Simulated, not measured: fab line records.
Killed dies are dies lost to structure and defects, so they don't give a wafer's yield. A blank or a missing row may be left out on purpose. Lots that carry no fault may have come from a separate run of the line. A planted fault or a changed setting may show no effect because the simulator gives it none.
Split-lot study    flow n5 finfet    7 lots, 39 wafers read, on a route of 1938 steps

== ABOUT THE SPLIT ==
At N5_BEOL_M1_PECVD_72 (deposits SiO2 from TEOS/O2, target thk 16 nm, time 18 s), the setting time s was moved away from the recipe's 18 s on 12 of the 39 wafers read, by -44.9% to +53.9%. The other wafers ran this setting at the recipe's value.

The split's own step is where the reading is taken.

== THE READING ==
SiO2_of_BEOL_M1_PECVD_72.thk nm (the simulator's own value, which no gauge read), in nm, at N5_BEOL_M1_PECVD_72 (deposits SiO2 from TEOS/O2, target thk 16 nm, time 18 s). The file does not state a usual value for it. Across the 27 wafers here that went through the recipe, the average is 16.0 nm and the standard deviation 0.18 nm.

wafer   tool, chamber at the split  time s as run, s  against the recipe  SiO2_of_BEOL_M1_PECVD_72.thk nm, nm  against lot-mates on the recipe
L074.1  pecvd-04, 2,0               27.7              +53.9%              24.2                                 +8.1
L074.2  pecvd-04, 2,0               27.7              +53.9%              24.2                                 +8.1
L074.3  pecvd-04, 1,0               18                recipe              16                                   -
L074.5  pecvd-04, 1,0               18                recipe              16                                   -
L074.4  pecvd-04, 2                 27.7              +53.9%              24.8                                 +8.7
L074.6  pecvd-04, 1                 18                recipe              16.2                                 -
L082.1  pecvd-04, 2,0               25.82             +43.4%              22.4                                 +6.5
L082.3  pecvd-04, 2,0               25.82             +43.4%              22.4                                 +6.5
L082.2  pecvd-04, 1                 18                recipe              15.8                                 -
L082.4  pecvd-04, 1                 18                recipe              15.8                                 -
L082.5  pecvd-04, 2                 25.82             +43.4%              22.8                                 +6.9
L082.6  pecvd-04, 0                 18                recipe              16                                   -
L084.1  pecvd-03, 2                 18                recipe              16.2                                 -
L084.4  pecvd-03, 2                 18                recipe              16.2                                 -
L084.2  pecvd-03, 1                 26.65             +48.1%              23.4                                 +7.3
L084.3  pecvd-03, 0                 18                recipe              15.8                                 -
L084.5  pecvd-03, 1                 26.65             +48.1%              23.8                                 +7.7
L084.6  pecvd-03, 0                 26.65             +48.1%              23.6                                 +7.5
L092.1  pecvd-04, 1,2,2,1           18                recipe              16                                   -
L092.3  pecvd-04, 1,2,2,1           18                recipe              16                                   -
L092.4  pecvd-04, 1,2,2,1           18                recipe              16                                   -
L092.5  pecvd-04, 1,2,2,1           18                recipe              16                                   -
L092.2  pecvd-04, 0                 18                recipe              15.8                                 -
L092.6  pecvd-04, 0                 18                recipe              16.4                                 -
L093.1  pecvd-03, 1,1,0,2           18                recipe              16                                   -
L093.4  pecvd-03, 1,1,0,2           18                recipe              16                                   -
L093.5  pecvd-03, 1,1,0,2           18                recipe              16                                   -
L093.6  pecvd-03, 1,1,0,2           18                recipe              16                                   -
L093.2  pecvd-03, 2,0               18                recipe              15.8                                 -
L093.3  pecvd-03, 2,0               18                recipe              15.8                                 -
L095.1  pecvd-01, 2                 9.927             -44.9%              8.8                                  -7.1
L095.2  pecvd-01, 1                 18                recipe              15.6                                 -
L095.3  pecvd-01, 2                 18                recipe              16                                   -
L095.4  pecvd-01, 1                 9.927             -44.9%              9                                    -6.9
L095.5  pecvd-01, 1                 9.927             -44.9%              9                                    -6.9
L095.6  pecvd-01, 2                 18                recipe              16.2                                 -
L097.2  pecvd-04, 0                 18                recipe              15.6                                 -
L097.3  pecvd-04, 0                 18                recipe              16                                   -
L097.4  pecvd-04, 1                 18                recipe              15.8                                 -
Rows listing several chambers each stand for several wafers; the file does not say which wafer went through which chamber.

THE FIT
A straight line over all 39 wafers: SiO2_of_BEOL_M1_PECVD_72.thk nm changes by +0.156 nm for each +1% of time s; r = +1.00; the points scatter about the line by 0.2 nm.
The same after taking each lot's own level away (the mean of its wafers on the recipe; 39 wafers): +0.155 nm for each +1%; r = +1.00; scatter 0.18 nm.
On that fit, the largest move of time s shifts the reading by 8.4 nm.
The span of the lots' own levels, 15.80 to 16.07 nm, comes to 1.5 times the standard deviation stated above.
Hence the lot-to-lot level has little effect on the slope; both slopes agree.
Check: for one of the wafers moved furthest among these (+53.9%), held out of the fit, the line's prediction against its lot-mates is +8.39 nm. Against them it came out at +8.13 nm.

== ADDITIONAL SPLITS CARRIED BY THESE WAFERS ==
Other splits were also applied to these wafers ahead of the reading. Each is held against what the fit with the lots' levels taken away leaves over:
other split on the same wafers              wafers away from the commonest value  r with SiO2_of_BEOL_M1_PECVD_72.thk nm (lot level and that fit taken away)
N5_ZERO_LAYER_PECVD_02 time s               12                                    -0.03
N5_FIN_SAQP_HM_DEP_72 time s                12                                    +0.08
N5_HKMG_FIN_ALD_36 ald cycles               18                                    +0.17
N5_MOL_CONTACT_COAG_CONTACT_ETCH_14 time s  12                                    -0.12

== FILE'S OWN FIT ==
SiO2_of_BEOL_M1_PECVD_72.thk nm changes by +0.155 nm for each +1% of time s, r = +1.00.
